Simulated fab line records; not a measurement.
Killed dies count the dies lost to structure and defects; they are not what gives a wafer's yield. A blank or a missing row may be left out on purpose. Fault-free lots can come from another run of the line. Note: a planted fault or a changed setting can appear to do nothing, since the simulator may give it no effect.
fab line records	flow n5-finfet
record lots=4	wafers=12	last-day=16
route steps=1938 shown BEOL_M11@1552 PASSIVATION@1936
lots with no fault: from the same line, run without faults
start-h: start of the lot's first displayed wafer, in hours after the record's first day	wait-h: hours since the lot's step before	" repeats the value in the row above	L1.1+2: a row that stands for several wafers	- either no value or no given start	* or withheld: withheld	< > ~ a bound
route shown NAME@n: a module of which the file shows steps, and the number in the route of the first	usual: average and standard deviation across the fault-free wafers	same: alike in all rows	chamber/n: place in a boat	sites: each site's reading	_std_site: the values' standard deviation	_edge_site: the outer-site mean with the inner-site mean subtracted	radius-mm: for every site, how far away it sits from the centre of the wafer	mask NAME#n: copy n	behind: tool/chamber where the wafer was last shaped	hold: what put the lot on hold/how long, in hours/how the hold closed	device: which transistor (n, p or np) failed to switch	end of line: the route-end tests of the same wafers	a step without rows: its recipe alone	killed: count of dies lost to structure and defects at first sort (not the wafer's yield)	map: shows each die of a wafer: x if killed, . if not, _ if none is there
set.NAME: the setting that was run; set.NAME@STEP: the one run at that earlier step	model.NAME: the simulator's own value behind a step, which no gauge read
lots seen at some steps along the route; tables by step, rows by wafer
services: the hour from which a tool's chamber was out of use, counted from the record's first day as start-h (under 0 if before that day), plus the number of hours and why
## steps
# step N5_BEOL_M11_DESCUM_16
# recipe chemistry=O2	time-s=7.9	source-power-w=50	bias-power-w=20	pressure-mtorr=20	rf-frequency-hz=2.712e+07	temp-c=40	resist=CAR-ArF	o2-flow-sccm=225
# step N5_BEOL_M11_ETCH_61
# recipe chemistry=CF4	target=SiARC	target-depth-a=390	mask-material=CAR-ArF	time-s=65	ion-energy-ev=80	pressure-mtorr=40	source-w=545	bias-w=36	Ar_flow_sccm=100	cf4-flow-sccm=100	ends=cleared
# step N5_BEOL_M11_ETCH_62
# recipe chemistry=N2/H2	target=SOC	target-depth-a=1100	overetch-a=220	mask-material=SiARC	temp-c=40	time-s=165	ion-energy-ev=200	pressure-mtorr=30	source-w=840	bias-w=150	n2-flow-sccm=200	h2-flow-sccm=200
# step N5_BEOL_M11_STRIP_68
# recipe chemistry=N2/H2	temp-c=40	n2-flow-sccm=200	h2-flow-sccm=200	rf-frequency-hz=6e+07
# step N5_BEOL_M11_STRIP_67
# recipe chemistry=CF4	resist=SiARC	power-w=300	bias-power-w=75	pressure-mtorr=50	cf4-flow-sccm=150	rf-frequency-hz=6e+07
# step N5_BEOL_M11_HM_OPEN_17
# recipe chemistry=Cl2/BCl3	target-depth-a=200	overetch-a=60	target=TiN	mask-material=SOC	ion-energy-ev=150	pressure-mtorr=10	icp-w=1000	bias-w=126	Cl2_flow_sccm=53.25	bcl3-flow-sccm=21.75	Ar_flow_sccm=25
# step N5_BEOL_M11_STRIP_19
# recipe chemistry=O2	power-w=400	temp-c=40	pressure-mtorr=30	rf-frequency-hz=6e+07	bias-power-w=0	overash-fraction=0.2	o2-flow-sccm=225
# step N5_BEOL_M11_COAT_63
# recipe resist=SOC	temp-c=250	time-s=60	spin-rpm=1500	resist-thk-nm=100
# step N5_BEOL_M11_COAT_64
# recipe resist=SiARC	temp-c=220	time-s=60	spin-rpm=1500	resist-thk-nm=30
# usual exhaust-pa=45.0/0.88	plate-temp-C=219.98/0.18	spin-speed-rpm=1500.3/0.99
# same time-s=60
lot.wafer	tool	chamber	start-h	wait-h	exhaust-pa	plate-temp-C	spin-speed-rpm	model.SiARC_of_BEOL_M11_COAT_64.thk-nm
L813.1	litho-track-04	0	228.94	-	44.6	220.10	1499.6	30.2
L813.3	"	0	"	"	44.0	220.36	1500.8	30.2
L813.4	"	0	"	"	46.0	219.98	1500.3	30
L817.2	litho-track-04	0	257.50	-	44.6	219.78	1585.6	29.2
L817.4	"	0	"	"	44.9	219.91	1586.8	29.2
L817.5	"	0	"	"	45.2	219.79	1585.1	29.2
L821.2	litho-track-04	0	271.36	-	45.6	220.17	1585.8	29.2
L821.3	"	0	"	"	45.9	219.96	1585.6	29.2
L821.5	"	0	"	"	45.4	220.00	1585.2	29.2
L832.2	litho-track-05	0	344.50	-	44.1	219.95	1501.5	30.2
L832.3	"	0	"	"	43.4	219.95	1499.5	30.2
L832.6	"	0	"	"	44.7	219.92	1500.7	30.2
# step N5_BEOL_M11_COAT_22
# recipe resist=CAR-ArF	spin-rpm=1500	resist-thk-nm=90
# step N5_BEOL_M11_EBR_24
# recipe solvent=PGMEA	ebr-width-mm=1.5
# step N5_BEOL_M11_SOFTBAKE_23
# recipe temp-c=110	time-s=60	resist=CAR-ArF
# step N5_BEOL_M11_EXPOSE_25
# recipe mask-id=V10	na=1.35	source-shape=annular	sigma-inner=0.5	sigma-outer=0.8	polarization=unpolarized	dose-mj=85.5
# step N5_BEOL_M11_PEB_26
# recipe peb-temp-c=withheld	peb-time-s=60	resist=CAR-ArF
# step N5_BEOL_M11_DEVELOP_27
# recipe develop-time-s=30	developer=TMAH	resist=CAR-ArF	rinse-liquid=diw	dry=air-spin	dev-temp-c=23
# step N5_BEOL_M11_DESCUM_33
# recipe chemistry=O2	time-s=7.9	source-power-w=50	bias-power-w=20	pressure-mtorr=20	rf-frequency-hz=2.712e+07	temp-c=40	resist=CAR-ArF	o2-flow-sccm=225
# step N5_BEOL_M11_ETCH_65
# recipe chemistry=CF4	target=SiARC	target-depth-a=390	mask-material=CAR-ArF	time-s=65	ion-energy-ev=80	pressure-mtorr=40	source-w=545	bias-w=36	Ar_flow_sccm=100	cf4-flow-sccm=100	ends=cleared
# usual drypump-motor-current-A=5.7/0.64	etch-rf-on-time-s=64.5/1.2	oes-product-au=0.68/0.08	rf-vpp-V=183.8/1.2	showerhead-plenum-p-Torr=2.13/0.082	throttle-valve-pct=15.55/0.19
lot.wafer	tool	chamber	start-h	wait-h	drypump-motor-current-A	etch-rf-on-time-s	oes-product-au	rf-hours-counter-h	rf-vpp-V	showerhead-plenum-p-Torr	throttle-valve-pct	model.etch.depth-nm	model.CAR-ArF_of_BEOL_M11_COAT_22.thk-nm
L813.1	rie-diel-05	2	229.44	0.0	6.2	65.7	0.60	190	182.8	2.04	15.78	30.14	55.4
L813.3	"	1	"	"	6.0	64.9	0.80	8	182.6	2.10	15.43	30.18	55
L813.4	"	0	"	"	4.7	63.4	0.73	54	184.0	2.09	15.43	30.1	55
L817.2	rie-diel-01	0	258.73	0.0	6.0	61.5	0.82	12	184.6	2.18	15.38	29.18	56.2
L817.4	"	1	"	"	5.8	61.6	0.75	-	185.5	2.25	15.39	29.21	56.4
L817.5	"	0	"	"	6.0	61.5	0.83	-	185.1	2.18	15.38	29.14	56.8
L821.2	rie-diel-03	3	271.89	0.0	5.3	63.4	0.64	153	182.0	1.98	15.53	29.2	56.2
L821.3	"	1	"	"	5.4	62.7	0.62	203	184.3	2.20	15.55	29.19	56.2
L821.5	"	2	"	"	5.1	63.4	0.62	-	186.0	2.21	15.57	29.27	56.4
L832.2	rie-diel-01	1	345.85	0.0	5.8	64.9	0.71	87	184.5	2.24	15.45	30.19	55
L832.3	"	0	"	"	6.0	63.8	0.78	41	186.0	2.17	15.45	30.17	55.4
L832.6	"	3	"	"	4.9	63.7	0.73	-	184.2	2.18	15.30	30.19	55
# step N5_BEOL_M11_ETCH_66
# recipe chemistry=N2/H2	target=SOC	target-depth-a=1200	overetch-a=240	mask-material=SiARC	temp-c=40	time-s=180	ion-energy-ev=200	pressure-mtorr=30	source-w=840	bias-w=150	n2-flow-sccm=200	h2-flow-sccm=200
# usual drypump-motor-current-A=5.7/0.65	oes-product-au=0.64/0.07	rf-vpp-V=524/3	showerhead-plenum-p-Torr=2.53/0.1	throttle-valve-pct=17.76/0.2
# same time-s=180
lot.wafer	tool	chamber	start-h	wait-h	drypump-motor-current-A	oes-product-au	rf-hours-counter-h	rf-vpp-V	showerhead-plenum-p-Torr	throttle-valve-pct	model.SiARC_of_BEOL_M11_COAT_64.thk-nm
L813.1	rie-diel-05	2	229.49	0.0	6.2	0.57	190	520	2.42	17.93	23
L813.3	"	1	"	"	6.0	0.76	8	523	2.51	17.92	22.8
L813.4	"	0	"	"	4.7	0.69	54	524	2.47	17.57	22.8
L817.2	rie-diel-01	0	258.78	0.0	6.0	0.78	12	525	2.61	17.66	21.6
L817.4	"	1	"	"	5.8	0.69	-	528	2.69	17.54	21.8
L817.5	"	0	"	"	6.0	0.77	-	525	2.61	17.66	21.6
L821.2	rie-diel-03	3	271.94	0.0	5.2	0.60	153	518	2.34	17.71	22
L821.3	"	1	"	"	5.5	0.58	203	528	2.62	17.74	21.8
L821.5	"	2	"	"	5.2	0.59	-	526	2.64	17.70	22
L832.2	rie-diel-01	1	345.90	0.0	5.8	0.67	87	528	2.68	17.61	22.8
L832.3	"	0	"	"	6.0	0.73	41	526	2.60	17.74	22.6
L832.6	"	3	"	"	4.9	0.69	-	525	2.59	17.49	22.8
# step N5_BEOL_M11_STRIP_69
# recipe chemistry=N2/H2	temp-c=40	n2-flow-sccm=200	h2-flow-sccm=200	rf-frequency-hz=6e+07
# step N5_PASSIVATION_PROBE_49
# usual defect-limited-yield=91.1/1.3	killed_at_M0_to_M3=36/10	killed_at_M4_up=14/4.4	killed-at-contacts=14/5.7	killed-at-front-end=39/9.4	killed-at-other=2.9/2.6	killed-dies=105/15	killed-open=70/12	killed-short=34/7.1	sort_bin_5_function=5.3/0.77	sort_bin_6_memory=3.3/0.66	sort_bin_8_speed=0.00/0.007	sort-n-pass=1075/15	sort-yield-pct=91.1/1.3
# same gross-dies=1180	killed-at-back-side=0	sort_bin_4_leakage[%]=0
lot.wafer	tool	chamber	start-h	wait-h	defect-limited-yield[%]	killed_at_M0_to_M3	killed_at_M4_up	killed-at-contacts	killed-at-front-end	killed-at-other	killed-dies	killed-open	killed-short	sort_bin_5_function[%]	sort_bin_6_memory[%]	sort_bin_8_speed[%]	sort-n-pass	sort-yield-pct[%]
L813.1	prober-02	-	274.87	0.0	91.1	21	18	21	38	7	105	79	26	5.7	2.7	0	1075	91.1
L813.3	prober-02	-	274.97	0.1	92.1	33	20	15	25	0	93	69	24	4.8	2.8	0	1087	92.1
L813.4	prober-02	-	275.02	0.2	91.3	44	11	22	25	1	103	76	27	5.5	2.9	0	1077	91.3
L817.2	prober-01	-	298.54	0.1	88.5	58	19	11	45	3	136	85	47	6.9	3.8	0	1044	88.5
L817.4	prober-01	-	298.64	0.2	90.2	36	9	17	47	7	116	75	38	5.8	3.8	0	1064	90.2
L817.5	prober-01	-	298.69	0.2	90.4	44	8	12	47	2	113	69	42	5.3	3.7	0	1067	90.4
L821.2	prober-02	-	316.93	0.1	91.3	38	11	14	33	7	103	65	35	5.4	3.1	0	1077	91.3
L821.3	prober-02	-	316.98	0.1	92.9	18	11	13	33	9	84	55	28	4.2	2.5	0	1096	92.9
L821.5	prober-02	-	317.08	0.2	93.7	31	4	6	24	9	74	46	26	3.6	2.1	0	1106	93.7
L832.2	prober-02	-	389.55	0.1	88.6	72	15	4	43	1	135	83	50	6.8	4.1	0	1045	88.6
L832.3	prober-02	-	389.60	0.1	88.3	50	20	13	53	2	138	87	43	5.9	4.7	0	1042	88.3
L832.6	prober-02	-	389.75	0.3	89.6	35	24	22	42	0	123	83	40	6.4	3.9	0.08	1056	89.5
# killed by level:class
L813.1 MOL_CONTACT_COAG:geometric-particle:open=16 BEOL_M4:geometric-particle:open=13 STI_FIN_REVEAL:geometric-particle:open=10 BEOL_M0_SAQP:geometric-particle:open=6 FIN_SAQP:geometric-particle:short=5 DUMMY_GATE:geometric-particle:open=5 MOL_CONTACT_COAG:geometric-particle:short=5 BEOL_M2:geometric-particle:open=5
L813.3 MOL_CONTACT_COAG:geometric-particle:open=13 BEOL_M0_SAQP:geometric-particle:short=8 BEOL_M4:geometric-particle:open=8 BEOL_M0_SAQP:geometric-particle:open=7 DUMMY_GATE:geometric-particle:open=6 BEOL_M3:geometric-particle:open=5 FIN_SAQP:geometric-particle:open=4 GATE_CUT:geometric-particle:short=3
L813.4 MOL_CONTACT_COAG:geometric-particle:open=18 BEOL_M3:geometric-particle:open=15 BEOL_M0_SAQP:geometric-particle:open=13 FIN_SAQP:geometric-particle:short=8 BEOL_M2:geometric-particle:open=7 BEOL_M0_SAQP:geometric-particle:short=6 MOL_CONTACT_COAG:geometric-particle:short=4 BEOL_M4:geometric-particle:open=4
L817.2 BEOL_M0_SAQP:geometric-particle:open=18 BEOL_M0_SAQP:geometric-particle:short=15 STI_FIN_REVEAL:geometric-particle:open=8 MOL_CONTACT_COAG:geometric-particle:open=8 BEOL_M1:geometric-particle:open=8 BEOL_M4:geometric-particle:open=7 FIN_SAQP:geometric-particle:open=6 DUMMY_GATE:geometric-particle:open=6
L817.4 MOL_CONTACT_COAG:geometric-particle:open=13 STI_FIN_REVEAL:geometric-particle:open=12 BEOL_M3:geometric-particle:open=8 FIN_SAQP:geometric-particle:open=7 BEOL_M1:geometric-particle:open=7 ILD0:geometric-particle:short=5 BEOL_M0_SAQP:geometric-particle:open=5 BEOL_M0_SAQP:geometric-particle:short=5
L817.5 STI_FIN_REVEAL:geometric-particle:open=14 FIN_SAQP:geometric-particle:short=12 MOL_CONTACT_COAG:geometric-particle:open=12 BEOL_M0_SAQP:geometric-particle:short=12 BEOL_M0_SAQP:geometric-particle:open=10 BEOL_M1:geometric-particle:open=10 FIN_SAQP:geometric-particle:open=4 GATE_CUT:geometric-particle:open=4
L821.2 MOL_CONTACT_COAG:geometric-particle:open=12 BEOL_M0_SAQP:geometric-particle:short=8 BEOL_M4:geometric-particle:open=7 STI_FIN_REVEAL:geometric-particle:open=7 BEOL_M0_SAQP:geometric-particle:open=7 BEOL_M1:geometric-particle:open=7 FIN_SAQP:geometric-particle:short=5 GATE_CUT:geometric-particle:open=5
L821.3 MOL_CONTACT_COAG:geometric-particle:open=9 BEOL_M2:geometric-particle:open=9 STI_FIN_REVEAL:geometric-particle:open=7 FIN_SAQP:geometric-particle:short=6 ILD0:geometric-particle:short=5 BEOL_M4:geometric-particle:open=5 FIN_SAQP:geometric-particle:open=4 MOL_CONTACT_COAG:geometric-particle:short=4
L821.5 STI_FIN_REVEAL:geometric-particle:open=7 MOL_CONTACT_COAG:geometric-particle:open=6 BEOL_M0_SAQP:geometric-particle:open=6 BEOL_M3:geometric-particle:open=6 FIN_SAQP:geometric-particle:short=5 BEOL_M0_SAQP:geometric-particle:short=4 BEOL_M0:geometric-particle:open=4 PAD_METAL:geometric-particle:short=4
L832.2 BEOL_M3:geometric-particle:open=20 BEOL_M0_SAQP:geometric-particle:short=13 BEOL_M0_SAQP:geometric-particle:open=11 FIN_SAQP:geometric-particle:short=10 BEOL_M1:geometric-particle:open=10 STI_FIN_REVEAL:geometric-particle:open=9 FIN_SAQP:geometric-particle:open=7 BEOL_M4:geometric-particle:open=7
L832.3 STI_FIN_REVEAL:geometric-particle:open=15 BEOL_M3:geometric-particle:open=15 BEOL_M4:geometric-particle:open=12 MOL_CONTACT_COAG:geometric-particle:open=11 FIN_SAQP:geometric-particle:short=10 BEOL_M3:geometric-particle:short=7 BEOL_M0_SAQP:geometric-particle:short=6 BEOL_M2:geometric-particle:open=5
L832.6 MOL_CONTACT_COAG:geometric-particle:open=16 BEOL_M4:geometric-particle:open=13 STI_FIN_REVEAL:geometric-particle:open=9 FIN_SAQP:geometric-particle:open=8 MOL_CONTACT_COAG:geometric-particle:short=6 BEOL_M0_SAQP:geometric-particle:open=6 BEOL_M0:geometric-particle:open=6 BEOL_M2:geometric-particle:open=5
## services
tool	chamber	start-h	hours	kind
litho-track-05	-	222.53	-	consumable-replace:filter
rie-diel-01	2	247.19	13.3	repair
rie-diel-03	2	251.67	11.3	repair
rie-diel-03	0	263.00	-	clean
rie-diel-03	0	263.00	-	consumable-replace:focus-ring
rie-diel-03	0	263.00	18.7	scheduled-down
rie-diel-03	0	263.00	18.7	vent-cycle
rie-diel-01	2	276.08	10.4	repair
rie-diel-03	1	291.76	7.9	repair
## key
first-sign step=N5_BEOL_M11_COAT_64	reading=spin-speed-rpm	direction=up	sigmas=86	usual=*	struck=*
effect none on later readings
model-effect step=N5_BEOL_M11_COAT_64	value=SiARC_of_BEOL_M11_COAT_64.thk-nm	without=30	struck=29.2
model-effect step=N5_BEOL_M11_ETCH_65	value=etch.depth-nm	without=30.02	struck=29.2
model-effect step=N5_BEOL_M11_ETCH_66	value=SiARC_of_BEOL_M11_COAT_64.thk-nm	without=22.63	struck=21.8
met-at N5_BEOL_M11_COAT_64
struck-wafers L817.2,L817.4,L817.5,L821.2,L821.3,L821.5
onset-between 228.94 257.50
fault kind=process-parameter-drift	tool=litho-track-04	chamber=-	onset-h=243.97	steps=N5_BEOL_M11_COAT_64	channel=spin-rpm	offset=*	shape=step	end-h=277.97	acts-in=*	stated=*
